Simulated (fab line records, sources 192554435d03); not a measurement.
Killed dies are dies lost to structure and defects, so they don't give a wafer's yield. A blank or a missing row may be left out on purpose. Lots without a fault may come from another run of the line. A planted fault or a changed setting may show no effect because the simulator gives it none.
fab line records | flow n5_finfet
record lots=11 wafers=32 last_day=17
route steps=1938 shown STI_FIN_REVEAL@189 DUMMY_GATE@223 BEOL_M4@1111 PASSIVATION@1936
lots that met no fault: from a run of the same line without faults
start_h: hours from the record's first day to the start of the lot's first wafer shown | wait_h: hours since the lot's step before | " the same as in the row above | L1.1+2: a row that stands for several wafers | - no value, or no start given | * or withheld: withheld | < > ~ a bound
route shown NAME@n: a module of which the file shows steps, and the number in the route of the first | usual: mean/standard deviation of fault-free wafers | same: alike in all rows | chamber/n: place in a boat | sites: the reading at each site | _std_site: their standard deviation | _edge_site: outer sites' mean less inner sites' | radius_mm: how far each site lies from the wafer's centre | mask NAME#n: copy n | behind: the tool/chamber that last shaped the wafer | hold: why the lot was held/for how many hours/how that ended | device: the transistor (n, p or np) that didn't switch | end of line: the same wafers' tests at the end of the route | a step without rows: its recipe alone | killed: dies lost to structure and defects at the first sort, not the wafer's yield | map: a wafer's dies, x killed, . not, _ none there
set.NAME: the setting as run; set.NAME@STEP: as run at that earlier step | model.NAME: the simulator's own value behind a step, which no gauge read
steps of the route over a sample of lots; a table a step, a row a wafer
services: from which hour (start_h, from the record's first day; less than 0 if before it) a tool's chamber was out of use, for how many hours, and why
## steps
# step N5_STI_FIN_REVEAL_DENSIFY_30
# recipe temp_c=* time_s=* ambient=N2 idle_temp_c=600 ramp_up_c_per_s=150 ramp_down_c_per_s=60 cool_to_c=600
# usual lamp_power_pct=11.53/0.053 lamp_zone_5_pct=11.535/0.018 wafer_temp_C_max=*
# columns lot.wafer tool chamber start_h wait_h lamp_power_pct lamp_zone_5_pct wafer_temp_C_max
L515.2 rtp_anneal-01 0 40.36 0.2 11.54 11.528 *
L515.5 " 0 " " 11.51 11.551 *
L515.6 " 0 " " 11.54 11.528 *
L517.1 rtp_anneal-01 0 52.07 0.0 11.63 11.545 *
L517.4 " 0 " " 11.51 11.547 *
L517.5 " 0 " " 11.59 11.558 *
L518.1 rtp_anneal-01 0 57.88 0.0 11.50 11.535 *
L518.2 " 0 " " 11.53 11.528 *
L518.3 " 0 " " 11.48 11.572 *
L519.2 rtp_anneal-01 0 63.50 0.1 11.47 11.531 *
L519.4 " 0 " " 11.52 11.499 *
L519.6 " 0 " " 11.49 11.544 *
L521.1 rtp_anneal-02 0 77.74 0.0 11.58 11.534 *
L521.4 " 0 " " 11.56 11.523 *
L521.5 " 0 " " 11.57 11.551 *
L525.3 rtp_anneal-02 0 107.81 0.3 11.53 11.555 *
L525.4 " 0 " " 11.50 11.515 *
L525.5 " 0 " " 11.65 11.506 *
L527.1 rtp_anneal-01 0 113.11 0.0 11.47 11.526 *
L527.4 " 0 " " 11.44 11.505 *
L527.6 " 0 " " 11.50 11.529 *
L528.1 rtp_anneal-02 0 118.58 0.0 11.53 11.548 *
L528.4 " 0 " " 11.45 11.544 *
L528.5 " 0 " " 11.37 11.540 *
L530.3 rtp_anneal-02 0 129.75 0.1 11.49 11.532 *
L530.6 " 0 " " 11.63 11.548 *
L532.2 rtp_anneal-01 0 141.21 0.1 11.57 11.523 *
L532.4 " 0 " " 11.52 11.538 *
L532.5 " 0 " " 11.45 11.517 *
L534.1 rtp_anneal-02 0 155.29 0.0 11.51 11.521 *
L534.4 " 0 " " 11.54 11.521 *
L534.5 " 0 " " 11.54 11.570 *
# step N5_STI_FIN_REVEAL_OXIDATION_33
# recipe chemistry=O2_PLASMA_REMOTE temp_c=150 time_s=20 pressure_mtorr=1000 source_power_w=2000 o2_flow_sccm=3000
# usual drypump_motor_current_A=5.8/0.56 heater_power_w=157/11
# columns lot.wafer tool chamber start_h wait_h drypump_motor_current_A heater_power_w rf_hours_counter_h
L515.2 plasma_asher-02 1 43.31 0.0 5.8 141 84
L515.5 " 1 " " 5.9 145 -
L515.6 " 0 " " 5.0 156 -
L517.1 plasma_asher-01 0 55.53 0.1 6.5 171 32
L517.4 " 1 " " 6.1 160 -
L517.5 " 1 " " 6.1 164 -
L518.1 plasma_asher-01 1 61.14 0.1 6.0 162 35
L518.2 " 0 " " 6.5 175 35
L518.3 " 0 " " 6.5 175 -
L519.2 plasma_asher-01 0 66.64 0.2 6.4 178 36
L519.4 " 0 " " 6.5 171 -
L519.6 " 0 " " 6.5 174 -
L521.1 plasma_asher-02 0 80.97 0.1 4.9 158 88
L521.4 " 0 " " 5.0 155 -
L521.5 " 0 " " 5.0 151 -
L525.3 plasma_asher-02 1 110.73 0.0 5.8 142 -
L525.4 " 0 " " 5.0 157 -
L525.5 " 0 " " 5.0 154 -
L527.1 plasma_asher-02 1 116.08 0.0 5.8 146 96
L527.4 " 0 " " 5.0 157 -
L527.6 " 1 " " 5.9 141 -
L528.1 plasma_asher-02 1 121.66 0.0 5.8 142 98
L528.4 " 0 " " 5.0 156 -
L528.5 " 0 " " 4.9 158 -
L530.3 plasma_asher-01 1 132.68 0.0 6.1 157 -
L530.6 " 0 " " 6.5 170 -
L532.2 plasma_asher-02 1 144.18 0.0 5.9 146 102
L532.4 " 1 " " 5.9 141 -
L532.5 " 1 " " 5.9 142 -
L534.1 plasma_asher-01 1 158.50 0.0 6.1 159 55
L534.4 " 0 " " 6.4 167 -
L534.5 " 0 " " 6.5 177 -
# step N5_STI_FIN_REVEAL_FIN_H_MEAS_10
# usual trench_depth_nm=52.1/0.79
# columns lot.wafer tool chamber start_h wait_h trench_depth_nm
L515.2 ocd-02 - 43.50 0.0 51.9
L515.5 " - " " 51.2
L515.6 " - " " 51.3
L517.1 ocd-02 - 55.72 0.0 51.3
L517.4 " - " " 50.2
L517.5 " - " " 52.1
L518.1 ocd-02 - 61.33 0.0 51.2
L518.2 " - " " 51.1
L518.3 " - " " 50.5
L519.2 ocd-02 - 66.84 0.0 52.0
L519.4 " - " " 51.4
L519.6 " - " " 50.5
L521.1 ocd-01 - 81.23 0.0 52.5
L521.4 " - " " 52.0
L521.5 " - " " 52.0
L525.3 ocd-02 - 110.99 0.0 53.2
L525.4 " - " " 53.1
L525.5 " - " " 53.2
L527.1 ocd-02 - 116.27 0.0 52.3
L527.4 " - " " 52.6
L527.6 " - " " 52.5
L528.1 ocd-02 - 121.86 0.0 52.1
L528.4 " - " " 51.5
L528.5 " - " " 50.4
L530.3 ocd-01 - 132.86 0.0 52.6
L530.6 " - " " 52.0
L532.2 ocd-01 - 144.38 0.0 51.8
L532.4 " - " " 53.2
L532.5 " - " " 52.6
L534.1 ocd-02 - 158.70 0.0 51.4
L534.4 " - " " 51.5
L534.5 " - " " 51.5
# step N5_DUMMY_GATE_COAT_35
# recipe resist=SiARC temp_c=220 time_s=60 spin_rpm=1500 resist_thk_nm=10
# usual exhaust_pa=45.1/0.78 spin_speed_rpm=1500.0/0.99
# columns lot.wafer tool chamber start_h wait_h exhaust_pa spin_speed_rpm
L515.2 litho_track-04 0 54.75 - 44.3 1500.6
L515.5 " 0 " " 43.7 1500.0
L515.6 " 0 " " 44.1 1499.3
L517.1 litho_track-05 0 64.06 - 45.3 1500.7
L517.4 " 0 " " 45.9 1500.6
L517.5 " 0 " " 45.3 1500.3
L518.1 litho_track-04 0 70.82 - 44.8 1500.5
L518.2 " 0 " " 45.8 1499.7
L518.3 " 0 " " 45.5 1499.4
L519.2 litho_track-05 0 75.64 - 45.0 1499.5
L519.4 " 0 " " 45.9 1500.9
L519.6 " 0 " " 45.1 1501.2
L521.1 litho_track-04 0 89.52 - 44.1 1499.7
L521.4 " 0 " " 44.7 1499.3
L521.5 " 0 " " 45.5 1497.5
L525.3 litho_track-05 0 119.72 - 44.2 1824.1
L525.4 " 0 " " 44.3 1825.3
L525.5 " 0 " " 44.8 1823.8
L527.1 litho_track-03 0 125.04 - 45.8 1501.2
L527.4 " 0 " " 46.5 1500.6
L527.6 " 0 " " 45.0 1500.8
L528.1 litho_track-05 0 131.54 - 44.7 1824.5
L528.4 " 0 " " 44.1 1825.2
L528.5 " 0 " " 45.7 1824.9
L530.3 litho_track-04 0 141.14 - 46.2 1501.4
L530.6 " 0 " " 44.6 1501.2
L532.2 litho_track-03 0 153.45 - 44.2 1498.3
L532.4 " 0 " " 44.2 1499.3
L532.5 " 0 " " 45.5 1499.1
L534.1 litho_track-03 0 167.34 - 45.7 1499.8
L534.4 " 0 " " 46.1 1499.2
L534.5 " 0 " " 45.5 1499.2
# step N5_BEOL_M4_RC_MEAS_101
# usual DIBL_N=36.2/2 DIBL_P=36.1/2.4 IOFF_N=0.16/0.035 IOFF_P=0.22/0.041 ION_N=675/14 ION_P=465/8.6 SS_N=71.5/0.64 SS_P=73.2/0.76 VT_N=250/3.9 VT_P=-249/3.4
# columns lot.wafer tool chamber start_h wait_h DIBL_N[mV/V] DIBL_P[mV/V] IOFF_N[nA/um] IOFF_P[nA/um] ION_N[uA/um] ION_P[uA/um] SS_N[mV/dec] SS_P[mV/dec] VT_N[mV] VT_P[mV]
L515.2 prober-01 0 191.76 0.2 34.7 37.9 0.14 0.24 670 471 70.7 73.3 253 -247
L515.5 " 0 " " 35.5 37.3 0.15 0.23 667 460 71.5 73.1 252 -249
L515.6 " 0 " " 35.6 38.7 0.15 0.26 663 470 71.1 74.4 251 -245
L517.1 prober-02 0 196.07 0.0 36.6 35.9 0.18 0.23 688 476 71.7 73.7 245 -248
L517.4 " 0 " " 35.0 33.7 0.14 0.18 659 447 71.1 72.8 251 -252
L517.5 " 0 " " 37.3 37.3 0.20 0.25 688 469 71.7 74.3 241 -246
L518.1 prober-02 0 199.14 0.0 32.9 33.1 0.10 0.15 650 449 71.1 71.9 256 -252
L518.2 " 0 " " 34.0 35.1 0.12 0.18 658 463 71.1 72.5 254 -250
L518.3 " 0 " " 33.6 35.0 0.10 0.17 643 454 70.4 73.3 257 -252
L519.2 prober-02 0 209.19 0.2 38.1 38.2 0.18 0.24 681 465 72.1 74.5 247 -249
L519.4 " 0 " " 38.1 38.2 0.17 0.24 670 457 72.8 73.7 251 -247
L519.6 " 0 " " 37.6 37.4 0.17 0.23 672 463 72.0 73.8 248 -251
L521.1 prober-01 0 225.70 0.0 38.1 38.1 0.19 0.27 684 475 71.7 73.3 246 -244
L521.4 " 0 " " 35.5 34.8 0.14 0.23 669 472 71.5 72.6 253 -249
L521.5 " 0 " " 39.5 39.4 0.23 0.31 694 474 72.5 74.0 246 -245
L525.3 prober-01 0 245.55 0.3 38.2 39.7 0.21 0.33 696 486 71.9 73.6 245 -240
L525.4 " 0 " " 35.1 34.7 0.14 0.23 664 467 71.1 73.7 249 -247
L525.5 " 0 " " 32.3 31.9 0.10 0.18 664 468 70.6 70.9 255 -249
L527.1 prober-01 0 255.86 0.0 37.1 38.2 0.16 0.24 678 467 71.9 73.2 249 -248
L527.4 " 0 " " 35.0 35.3 0.13 0.19 661 461 71.2 72.9 254 -249
L527.6 " 0 " " 36.6 38.1 0.16 0.23 679 472 71.1 73.7 251 -248
L528.1 prober-01 0 262.25 0.0 38.9 38.2 0.21 0.26 693 479 72.0 73.1 242 -246
L528.4 " 0 " " 39.1 38.8 0.21 0.28 697 473 71.6 74.4 247 -244
L528.5 " 0 " " 36.9 34.9 0.16 0.22 672 459 71.2 74.1 247 -249
L530.3 prober-01 0 264.55 0.3 36.6 37.2 0.16 0.23 677 472 71.4 72.4 249 -246
L530.6 " 0 " " 33.0 31.7 0.10 0.16 653 453 71.0 71.6 255 -251
L532.2 prober-01 0 272.26 0.2 37.2 38.9 0.16 0.20 670 458 71.8 73.8 249 -255
L532.4 " 0 " " 36.1 38.3 0.16 0.20 680 470 71.5 73.7 249 -251
L532.5 " 0 " " 37.1 38.6 0.17 0.21 685 465 72.0 73.9 251 -250
L534.1 prober-02 0 297.34 0.0 38.8 35.0 0.19 0.21 685 461 71.5 73.3 249 -251
L534.4 " 0 " " 36.6 34.5 0.15 0.21 670 461 71.7 73.6 250 -249
L534.5 " 0 " " 33.3 30.0 0.10 0.16 654 456 70.7 71.6 254 -252
# step N5_PASSIVATION_PROBE_49
# usual defect_limited_yield=91.1/1.4 killed_at_M0_to_M3=36/9.9 killed_at_M4_up=13/5.8 killed_at_contacts=14/5.9 killed_at_front_end=39/11 killed_at_other=3.4/2.9 killed_dies=105/17 killed_open=70/13 killed_short=34/7.3 sort_bin_4_leakage=0.00/0.0072 sort_bin_5_function=5.3/1 sort_bin_6_memory=3.3/0.62 sort_bin_8_speed=0.01/0.057 sort_n_pass=1075/17
# same gross_dies=1180 killed_at_back_side=0
# columns lot.wafer tool chamber start_h wait_h defect_limited_yield[%] killed_at_M0_to_M3 killed_at_M4_up killed_at_contacts killed_at_front_end killed_at_other killed_dies killed_open killed_short sort_bin_4_leakage[%] sort_bin_5_function[%] sort_bin_6_memory[%] sort_bin_8_speed[%] sort_n_pass
L528.1 prober-02 - 384.58 0.0 91.9 30 11 11 40 3 95 70 25 0 5.3 2.8 0 1085
L528.4 prober-02 - 384.73 0.2 91.5 35 12 18 31 4 100 70 30 0 4.7 3.3 0 1080
L528.5 prober-02 - 384.78 0.2 91.1 44 11 14 31 5 105 73 30 0 4.8 3.8 0 1075
# killed by level:class
L528.1 MOL_CONTACT_COAG:geometric_particle:open=10 FIN_SAQP:geometric_particle:open=9 DUMMY_GATE:geometric_particle:open=9 BEOL_M2:geometric_particle:open=9 BEOL_M0_SAQP:geometric_particle:short=7 STI_FIN_REVEAL:geometric_particle:open=7 BEOL_M0_SAQP:geometric_particle:open=7 FIN_SAQP:geometric_particle:short=5
L528.4 MOL_CONTACT_COAG:geometric_particle:open=16 DUMMY_GATE:geometric_particle:open=13 BEOL_M0_SAQP:geometric_particle:short=8 BEOL_M3:geometric_particle:open=7 BEOL_M0_SAQP:geometric_particle:open=6 STI_FIN_REVEAL:geometric_particle:open=5 BEOL_M2:geometric_particle:open=5 BEOL_M1:geometric_particle:open=4
L528.5 MOL_CONTACT_COAG:geometric_particle:open=13 BEOL_M2:geometric_particle:open=13 BEOL_M0_SAQP:geometric_particle:open=9 BEOL_M3:geometric_particle:open=8 BEOL_M0_SAQP:geometric_particle:short=8 FIN_SAQP:geometric_particle:open=7 STARTING-WAFER:geometric_particle:open=5 BEOL_M4:geometric_particle:open=4
## services
# columns tool chamber start_h hours kind
plasma_asher-02 - 18.22 1.5 repair
plasma_asher-02 - 52.99 14.6 pm
litho_track-04 - 152.79 - consumable_replace:filter
## key
first_sign step=N5_DUMMY_GATE_COAT_35 reading=spin_speed_rpm direction=up sigmas=99+ usual=* struck=*
effect none on later readings
met_at N5_DUMMY_GATE_COAT_35
struck_lots L525,L528
not_acting_at N5_STI_FIN_REVEAL_DENSIFY_30,N5_STI_FIN_REVEAL_OXIDATION_33,N5_STI_FIN_REVEAL_FIN_H_MEAS_10
onset_between 75.64 119.72
fault kind=process_parameter_drift tool=litho_track-05 chamber=- onset_h=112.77 steps=N5_DUMMY_GATE_COAT_35 channel=spin_rpm offset=* shape=step end_h=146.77 acts_in=* stated=*
